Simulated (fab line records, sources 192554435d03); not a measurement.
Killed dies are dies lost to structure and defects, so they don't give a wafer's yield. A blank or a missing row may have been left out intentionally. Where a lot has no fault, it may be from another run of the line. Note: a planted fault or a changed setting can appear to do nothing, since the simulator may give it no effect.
Split-lot trial ; flow n5 finfet ; 39 wafers read from 7 lots, route of 1938 steps

== SPLIT DETAILS ==
At N5_DUMMY_GATE_ETCH_31 (etches SiO2 in C4F6/O2, target depth 82.5 nm, time 27.5 s), the setting target depth a was moved away from the recipe's 825 angstrom on 18 of the 39 wafers read, by -12.6% to +11.3%. The other wafers ran this setting at the recipe's value.

The reading is taken at the split's own step.

== THE READING ==
SOC_of_DUMMY_GATE_COAT_34.thk nm (the simulator's own value, which no gauge read), in nm, at N5_DUMMY_GATE_ETCH_31 (etches SiO2 in C4F6/O2, target depth 82.5 nm, time 27.5 s). The file gives no usual value for it. The 21 wafers here that ran the recipe average 51.8 nm, standard deviation 0.22 nm.

wafer;tool, chamber at the split;target depth a as run, angstrom;against the recipe;SOC_of_DUMMY_GATE_COAT_34.thk nm, nm;against lot-mates on the recipe
L074.1;rie diel-05, 0;825;recipe;52;-
L074.2;rie diel-05, 2;720.7;-12.6%;53;+0.9
L074.3;rie diel-05, 1;720.7;-12.6%;52.8;+0.7
L074.4;rie diel-05, 3;825;recipe;52.2;-
L074.5;rie diel-05, 0;825;recipe;52.2;-
L074.6;rie diel-05, 3;720.7;-12.6%;53.2;+1.1
L075.1;rie diel-04, 2;825;recipe;52;-
L075.2;rie diel-04, 1;825;recipe;52;-
L075.3;rie diel-04, 0;772.7;-6.3%;52.4;+0.5
L075.4;rie diel-04, 2;772.7;-6.3%;52.4;+0.5
L075.5;rie diel-04, 0;825;recipe;51.8;-
L075.6;rie diel-04, 1;772.7;-6.3%;52.4;+0.5
L082.1;rie diel-04, 2;825;recipe;51.6;-
L082.2;rie diel-04, 0;892.9;+8.2%;50.8;-0.9
L082.3;rie diel-04, 1;825;recipe;51.8;-
L082.4;rie diel-04, 0;825;recipe;51.6;-
L082.5;rie diel-04, 2;892.9;+8.2%;51.2;-0.5
L082.6;rie diel-04, 1;892.9;+8.2%;51.2;-0.5
L086.1;rie diel-05, 2;825;recipe;51.6;-
L086.2;rie diel-05, 3;825;recipe;51.4;-
L086.4;rie diel-05, 0;825;recipe;51.6;-
L087.1;rie diel-04, 1;825;recipe;51.8;-
L087.2;rie diel-04, 0;918.4;+11.3%;50.6;-1.1
L087.3;rie diel-04, 2;918.4;+11.3%;50.8;-0.9
L087.4;rie diel-04, 2;825;recipe;51.6;-
L087.5;rie diel-04, 1;825;recipe;51.8;-
L087.6;rie diel-04, 0;918.4;+11.3%;50.6;-1.1
L092.1;rie diel-04, 1;746.4;-9.5%;52.4;+0.8
L092.2;rie diel-04, 3;746.4;-9.5%;52.4;+0.8
L092.3;rie diel-04, 0;825;recipe;51.6;-
L092.4;rie diel-04, 1;746.4;-9.5%;52.6;+1.0
L092.5;rie diel-04, 0;825;recipe;51.4;-
L092.6;rie diel-04, 3;825;recipe;51.8;-
L096.1;rie diel-06, 3;765.7;-7.2%;52.2;+0.5
L096.2;rie diel-06, 2;825;recipe;51.6;-
L096.3;rie diel-06, 0;765.7;-7.2%;52.2;+0.5
L096.4;rie diel-06, 2;825;recipe;51.8;-
L096.5;rie diel-06, 3;825;recipe;51.6;-
L096.6;rie diel-06, 0;765.7;-7.2%;52.4;+0.7

FIT RESULTS
A straight line over all 39 wafers: SOC_of_DUMMY_GATE_COAT_34.thk nm changes by -0.09 nm for each +1% of target depth a; r = -0.95; the points scatter about the line by 0.2 nm.
The same after taking each lot's own level away (the mean of its wafers on the recipe; 39 wafers): -0.0812 nm for each +1%; r = -0.97; scatter 0.14 nm.
Per that fit: largest target depth a move, reading shift of 1 nm.
Measured against the standard deviation above, the lots' own levels, which go from 51.53 to 52.13 nm, span 2.7 times it.
Thus the slope moves with the lot-to-lot level: the two fits are different.
Check: for one of the wafers moved furthest among these (-12.6%), held out of the fit, the line's prediction against its lot-mates is +1.03 nm. Against them it came out at +0.867 nm.

== FURTHER SPLITS ON THESE WAFERS ==
Note: prior to the reading, these wafers also went through further splits. Each is held against what the fit with the lots' levels taken away leaves over:
other split on the same wafers;wafers away from the commonest value;r with SOC_of_DUMMY_GATE_COAT_34.thk nm (lot level and that fit taken away)
N5_DUMMY_GATE_ETCH_37 source w;12;-0.01

== THE WHOLE CHAIN: every reading that the file lists as answering this split, in the file's order ==
step;what it does;reading;change (the file's fit);r (the file's)
N5_DUMMY_GATE_ETCH_31;etches SiO2 in C4F6/O2, target depth 82.5 nm, time 27.5 s;etch.depth nm (the simulator's own value, which no gauge read);+0.848 nm for each +1% of the setting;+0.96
N5_DUMMY_GATE_ETCH_31;etches SiO2 in C4F6/O2, target depth 82.5 nm, time 27.5 s;SOC_of_DUMMY_GATE_COAT_34.thk nm (the simulator's own value, which no gauge read);-0.0808 nm for each +1% of the setting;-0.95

== FILE'S OWN FIT ==
SOC_of_DUMMY_GATE_COAT_34.thk nm changes by -0.0808 nm for each +1% of target depth a, r = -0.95.
